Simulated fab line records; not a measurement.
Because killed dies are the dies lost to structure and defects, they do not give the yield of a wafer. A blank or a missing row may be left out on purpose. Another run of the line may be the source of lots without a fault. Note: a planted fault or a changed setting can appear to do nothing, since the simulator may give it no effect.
The tool behind it: which one? | flow n5_finfet | 12 lots, 35 wafers sampled, at 4 steps of a route of 1938

== WHAT THE GAUGES SHOWED, per wafer ==
N5_PASSIVATION_OVL_MEAS_60.
lot  | measured     | on         | TV_OVL (nm)
L880 | day 13 08:55 | overlay-02 | -8 -13 -8
L881 | day 13 16:51 | overlay-02 | -3 -1 0
L882 | day 13 22:08 | overlay-02 | 6 6 5
L884 | day 14 12:01 | overlay-02 | -5 -8 -3
L885 | day 14 16:51 | overlay-02 | -6 -4 -8
L886 | day 14 16:17 | overlay-01 | -3 -3
L895 | day 16 23:45 | overlay-01 | -3 -3 -6
L894 | day 17 06:27 | overlay-02 | -6 -1 1
L898 | day 17 13:14 | overlay-01 | -2 -4 1
L899 | day 18 14:10 | overlay-02 | -2 -9 -9
L900 | day 19 00:08 | overlay-02 | -6 -4 -2
L902 | day 19 18:54 | overlay-01 | -5 0 -7

== EACH LOT AND THE TOOL THAT RAN IT (in order: tool; ch and the chambers of the sampled wafers; start) ==
lot  | N5_BEOL_M3_HM_STRIP_39              | N5_PASSIVATION_PECVD_00         | N5_MIM_TOP_SPUTTER_03
L880 | wet_bench-04 ch 1,3,7, day 7 14:29  | pecvd-03 ch 0,1,2, day 13 03:14 | pvd_sputter-02, day 13 05:37
L881 | wet_bench-04 ch 4,6,7, day 7 16:38  | pecvd-04 ch 0,1, day 13 11:49   | pvd_sputter-03, day 13 13:20
L882 | wet_bench-04 ch 3,5,6, day 8 02:02  | pecvd-01 ch 0,1,2, day 13 15:12 | pvd_sputter-03, day 13 17:19
L884 | wet_bench-04 ch 0,5,7, day 8 22:01  | pecvd-03 ch 0,1,2, day 14 06:47 | pvd_sputter-03, day 14 08:32
L885 | wet_bench-01 ch 1,4,7, day 10 02:08 | pecvd-03 ch 0,1,2, day 14 10:59 | pvd_sputter-03, day 14 13:32
L886 | wet_bench-02 ch 0,6, day 10 02:20   | pecvd-03 ch 0,2, day 14 07:55   | pvd_sputter-01, day 14 11:46
L895 | wet_bench-02 ch 2,3,4, day 12 03:25 | pecvd-03 ch 0,1,2, day 16 17:31 | pvd_sputter-02, day 16 19:58
L894 | wet_bench-02 ch 0,2,6, day 12 03:54 | pecvd-04 ch 0,2, day 16 22:14   | pvd_sputter-01, day 17 00:58
L898 | wet_bench-04 ch 1,3,7, day 12 12:19 | pecvd-04 ch 0,1, day 17 05:59   | pvd_sputter-02, day 17 08:03
L899 | wet_bench-04 ch 0,5,6, day 12 19:25 | pecvd-04 ch 1,2, day 18 05:42   | pvd_sputter-03, day 18 07:52
L900 | wet_bench-01 ch 4,5,6, day 13 17:17 | pecvd-04 ch 1,2, day 18 18:38   | pvd_sputter-01, day 18 20:35
L902 | wet_bench-04 ch 4,5,7, day 14 02:50 | pecvd-04 ch 0,1, day 19 11:59   | pvd_sputter-01, day 19 15:47
- N5_BEOL_M3_HM_STRIP_39: strips TiN in peroxide tin strip, target depth 25 nm, time 158 s.
- N5_PASSIVATION_PECVD_00: deposits SiO2 from SiH4/N2O, target thk 200 nm, time 11.2 s.
- N5_MIM_TOP_SPUTTER_03: material TiN, target thk 35 nm, time 89.7 s.

== WHAT THE TOOLS THEMSELVES READ (means of the sampled wafers that have a number; where no wafer has one, the mark that the record gives instead) ==
N5_PASSIVATION_PECVD_00.
lot  | tool     | heater_power_w (W) | rf_fwd_power_W (W) | showerhead_plenum_p_Torr (Torr) | throttle_valve_pct (%)
L880 | pecvd-03 | 578                | 599.8              | 8.18                            | 53.6
L881 | pecvd-04 | 579                | 600.3              | 8.29                            | 54.8
L882 | pecvd-01 | 689                | 602.7              | 8.13                            | 53.4
L884 | pecvd-03 | 659                | 599.1              | 8.17                            | 53.7
L885 | pecvd-03 | 637                | 599.8              | 8.17                            | 53.5
L886 | pecvd-03 | 581                | 598.3              | 8.16                            | 52.0
L895 | pecvd-03 | 560                | 598.8              | 8.16                            | 53.7
L894 | pecvd-04 | 669                | 602.2              | 8.10                            | 52.0
L898 | pecvd-04 | 577                | 600.3              | 8.28                            | 55.1
L899 | pecvd-04 | 605                | 602.7              | 8.20                            | 52.3
L900 | pecvd-04 | 645                | 605.2              | 8.10                            | 51.1
L902 | pecvd-04 | 565                | 601.8              | 8.29                            | 54.9

N5_MIM_TOP_SPUTTER_03.
lot  | tool           | throttle_valve_pct (%)
L880 | pvd_sputter-02 | 30.7
L881 | pvd_sputter-03 | 30.8
L882 | pvd_sputter-03 | 29.6
L884 | pvd_sputter-03 | 29.8
L885 | pvd_sputter-03 | 29.8
L886 | pvd_sputter-01 | 29.3
L895 | pvd_sputter-02 | 30.4
L894 | pvd_sputter-01 | 31.3
L898 | pvd_sputter-02 | 29.6
L899 | pvd_sputter-03 | 29.5
L900 | pvd_sputter-01 | 30.4
L902 | pvd_sputter-01 | 30.2

== THE ANSWER, worked out from the rows above alone ==
Rule: what is usual is taken from the lots themselves. The widest of any qualifying gaps counts: lots, ordered by their means at a reading, are off when they make up no more than a third of the lots, leave a main group of 4 or more, and stand apart from it by 3 or more times the standard deviation of that group's means. A main group is skipped when, at the precision printed for the reading in the tables above, its means are all equal. Also off: a lot with no number at a reading for which 4 or more lots have one. Where the step has rows for the other lots, those lots are counted as sound. After the gauges, taken in route order, come the tools' own readings; for these a lot's mean is taken, as printed above. At the first step where some lot is off, the reading lying furthest off is the one used; lots without a number count as furthest.
No lot is off on any of the readings shown, so nothing can be concluded from this.

== WHAT THE SIMULATOR HAD PUT IN ==
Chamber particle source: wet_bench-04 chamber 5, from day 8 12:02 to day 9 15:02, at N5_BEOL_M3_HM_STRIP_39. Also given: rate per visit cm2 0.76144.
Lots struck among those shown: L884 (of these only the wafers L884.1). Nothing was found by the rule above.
